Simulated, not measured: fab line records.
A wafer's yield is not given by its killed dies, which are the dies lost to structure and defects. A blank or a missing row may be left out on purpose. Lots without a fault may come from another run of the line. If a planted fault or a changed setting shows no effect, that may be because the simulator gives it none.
Which tool is to blame? + flow n5-finfet + 30 wafers from 10 lots sampled at 2 of the route's 1938 steps

WHAT EACH GAUGE READ, for each wafer
N5_BEOL_M7_CD_MEAS_28: target cd 40 nm.
| lot  | measured     | on        | cd-nm (nm)        |
|------|--------------|-----------|-------------------|
| L436 | day 8 23:48  | cd-sem-01 | 40.08 40.08 40.09 |
| L437 | day 9 03:53  | cd-sem-01 | 40.11 40.14 39.88 |
| L439 | day 9 14:17  | cd-sem-01 | 40.33 40.24 40.25 |
| L443 | day 10 14:54 | cd-sem-03 | 39.69 39.75 40.19 |
| L446 | day 12 00:22 | cd-sem-02 | 39.55 39.57 40.47 |
| L453 | day 13 18:14 | cd-sem-02 | 39.80 39.70 39.97 |
| L455 | day 13 20:57 | cd-sem-03 | 39.89 40.22 39.91 |
| L438 | day 14 21:46 | cd-sem-03 | 39.68 39.55 39.94 |
| L457 | day 15 01:29 | cd-sem-02 | 40.46 40.07 39.76 |
| L458 | day 16 13:02 | cd-sem-02 | 40.16 39.82 40.27 |

N5_BEOL_M7_OVL_MEAS_29.
| lot  | measured     | on         | V6_OVL (nm)    |
|------|--------------|------------|----------------|
| L436 | day 8 23:50  | overlay-02 | -0.8 -0.4 -0.7 |
| L437 | day 9 03:55  | overlay-02 | -1.1 -1.2 -1.1 |
| L439 | day 9 14:19  | overlay-02 | -1.2 -0.6 -0.5 |
| L443 | day 10 14:56 | overlay-02 | -0.2 -0.8 -0.7 |
| L446 | day 12 00:24 | overlay-01 | -0.4 -0.5 -0.9 |
| L453 | day 13 18:16 | overlay-01 | 0.1 -0.5 -1.3  |
| L455 | day 13 20:59 | overlay-01 | -1.0 -0.8 -0.8 |
| L438 | day 14 21:49 | overlay-01 | -1.0 -0.7 -1.3 |
| L457 | day 15 01:31 | overlay-01 | -0.7 -0.8 -0.7 |
| L458 | day 16 13:04 | overlay-02 | -2.0 -1.2 -0.6 |

WHICH TOOL RAN EACH LOT (tool, then ch and the chambers of the sampled wafers, then the start)
The record holds no process step before these readings.

WHAT THE TOOLS THEMSELVES READ (means of the sampled wafers that have a number; where no wafer has one, the mark that the record gives instead)
The record holds no such reading with a usual standard deviation.

THE ANSWER, worked out from the rows above alone
Rule: the lots themselves supply what counts as usual. Put in order of their means at a reading, lots are off if they are a third of the lots or fewer, leave a main group of 4 or more, and stand apart from it by a gap of 3 or more times the standard deviation of the main group's means; of several such gaps the widest counts. Not used: any main group whose means are identical at the precision the tables above print for the reading. Also off: a lot with no number at a reading for which 4 or more lots have one. Where the step has rows for the other lots, those lots are counted as sound. The gauges are gone through in route order, then the tools' own readings, and for those a lot's mean is taken as printed above. At the first step where some lot is off, the reading lying furthest off is the one used; lots without a number count as furthest.
No lot is off at any reading shown: from this, nothing can be told.

WHAT HAD BEEN PUT IN BY THE SIMULATOR
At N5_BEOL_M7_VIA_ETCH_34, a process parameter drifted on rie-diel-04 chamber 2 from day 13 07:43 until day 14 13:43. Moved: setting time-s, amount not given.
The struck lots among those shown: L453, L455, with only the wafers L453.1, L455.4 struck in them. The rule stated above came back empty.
